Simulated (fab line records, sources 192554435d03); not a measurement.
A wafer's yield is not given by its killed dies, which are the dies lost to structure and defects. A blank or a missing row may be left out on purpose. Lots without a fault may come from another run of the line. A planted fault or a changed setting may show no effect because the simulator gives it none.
A lot that was struck, set against a sound lot / flow n5-finfet / 15 out of 1938 route steps
Sound: these wafers, L331.2, L331.3, L331.5. Wafers L341.1, L341.4, L341.6 were the ones struck. At the end, the cause is stated.
At each step with rows: each side's tool, then ch and its chambers, then its first start. Under that, the readings that differ: sound wafers / struck wafers / difference of the means / sigmas: that difference in standard deviations of wafers without a fault.
alike: same words and numbers on both sides, and readings whose means sit less than 2 such deviations apart. not compared: any withheld reading, any reading some wafer has no value for, any bound like >300 that may hide the same value, and any number with overlapping values for which the record gives no deviation.
The two part at a step that has a row with sigmas, a row that says differs or no value, or rows on one side only. Numbers that don't overlap but have no deviation are shown without sigmas and don't part them. A reading missing from all wafers of one side parts the sides only when that side holds two or more wafers.

N5_MOL_CONTACT_COAG_INSPECT_57: inspects for defects (brightfield).
  sound on defect-inspect-01 at day 5 01:42; struck on defect-inspect-01 at day 7 16:30
  alike: raw-defect-count
N5_MOL_CONTACT_COAG_DESCUM_88: chemistry O2, time 7 s.
  sound on rie-diel-01 ch 0,1,3, day 5 01:44; struck on rie-diel-03 ch 0,1, day 7 16:32
reading=oes-product-au (a.u.); sound=0.94 0.84 0.97; struck=0.88 0.67 0.68; difference=-0.17; sigmas=-2
  alike: drypump-motor-current-A, rf-vpp-V, showerhead-plenum-p-Torr, throttle-valve-pct
  not compared: rf-hours-counter-h
N5_MOL_CONTACT_COAG_ETCH_89: etches underlayer in N2/H2, target depth 13 nm, time 10.4 s.
  sound on rie-diel-01 ch 0,1,3, day 5 01:46; struck on rie-diel-03 ch 0,1, day 7 16:34
  alike: drypump-motor-current-A, etch-rf-on-time-s, h2-flow-sccm, oes-product-au, rf-vpp-V, showerhead-plenum-p-Torr, throttle-valve-pct
  not compared: rf-hours-counter-h
then, 2 steps without rows for these wafers: N5_MOL_CONTACT_COAG_ETCH_90 (etches SiARC in CF4, target depth 13 nm, time 21.7 s); N5_MOL_CONTACT_COAG_ALD_131 (deposits SiO2, target thk 5 nm, pulse time 1 s, co reactant pulse time 1 s).
N5_MOL_CONTACT_COAG_ETCHBACK_132: etches SiO2 in CHF3, target depth 10 nm, time 6.7 s.
  sound on rie-diel-03 ch 1,2, day 5 02:02; struck on rie-diel-03 ch 0,1,2, day 7 17:30
  alike: drypump-motor-current-A, oes-product-au, rf-vpp-V, showerhead-plenum-p-Torr, throttle-valve-pct
  not compared: rf-hours-counter-h
then, 3 steps without rows for these wafers: N5_MOL_CONTACT_COAG_ETCH_91 (etches SOC in N2/H2, target depth 60 nm, overetch 21 nm, time 101.2 s); N5_MOL_CONTACT_COAG_STRIP_92 (strips in N2/H2); N5_MOL_CONTACT_COAG_STRIP_93 (strips in N2/H2).
N5_MOL_CONTACT_COAG_ETCHBACK_135: etches SiO2 in CHF3, target depth 25 nm, time 16.7 s.
  sound on rie-diel-03 ch 1,2,3, day 5 02:10; struck on rie-diel-03 ch 0,1,2, day 7 17:37
  alike: drypump-motor-current-A, oes-product-au, rf-vpp-V, showerhead-plenum-p-Torr, throttle-valve-pct
  not compared: rf-hours-counter-h
then, 1 step without rows for these wafers: N5_MOL_CONTACT_COAG_STRIP_118 (strips in CHF3).
N5_MOL_CONTACT_COAG_VIA_ETCH_46: etches SiO2 in C4F6/O2, target depth 46 nm, overetch 9.2 nm, time 40 s.
  sound on rie-diel-03 ch 0,3, day 5 02:12; struck on rie-diel-03 ch 0,1,2, day 7 17:40
  alike: O2_flow_sccm, drypump-motor-current-A, oes-product-au, rf-vpp-V, showerhead-plenum-p-Torr, throttle-valve-pct
  not compared: rf-hours-counter-h
N5_MOL_CONTACT_COAG_STRIP_96: strips in N2/H2.
  sound on rie-diel-03 ch 0,3, day 5 02:16; struck on rie-diel-03 ch 0,1,2, day 7 17:43
reading=power-w (W); sound=501.7 500.4 499.1; struck=431.2 430.5 429.3; difference=-70.1; sigmas=-47
  alike: drypump-motor-current-A, h2-flow-sccm, oes-product-au, rf-vpp-V, showerhead-plenum-p-Torr, throttle-valve-pct
  not compared: rf-hours-counter-h
then, 1 step without rows for these wafers: N5_MOL_CONTACT_COAG_ETCH_47 (etches SiNx in CH3F/O2, stops on W, target depth 27 nm).
-- record jumps: 9 days separate the struck wafers' starts on either side; left off in module MOL_CONTACT_COAG, taken up again in module PASSIVATION, whose first shown step is the route's number 1936 --
N5_PASSIVATION_PROBE_49:
  sound on prober-01 at day 13 22:52; struck on prober-01 at day 16 07:25
  alike: killed_at_M0_to_M3, killed_at_M4_up, killed-at-contacts, killed-at-front-end, killed-at-other, killed-dies, killed-on-rim, killed-open, killed-short

== WHERE THEY PART ==
First at N5_MOL_CONTACT_COAG_DESCUM_88; last, within this record, at N5_MOL_CONTACT_COAG_STRIP_96. Later steps at which nothing parts them and some readings are alike: N5_PASSIVATION_PROBE_49.

WHY: the cause the simulator had injected
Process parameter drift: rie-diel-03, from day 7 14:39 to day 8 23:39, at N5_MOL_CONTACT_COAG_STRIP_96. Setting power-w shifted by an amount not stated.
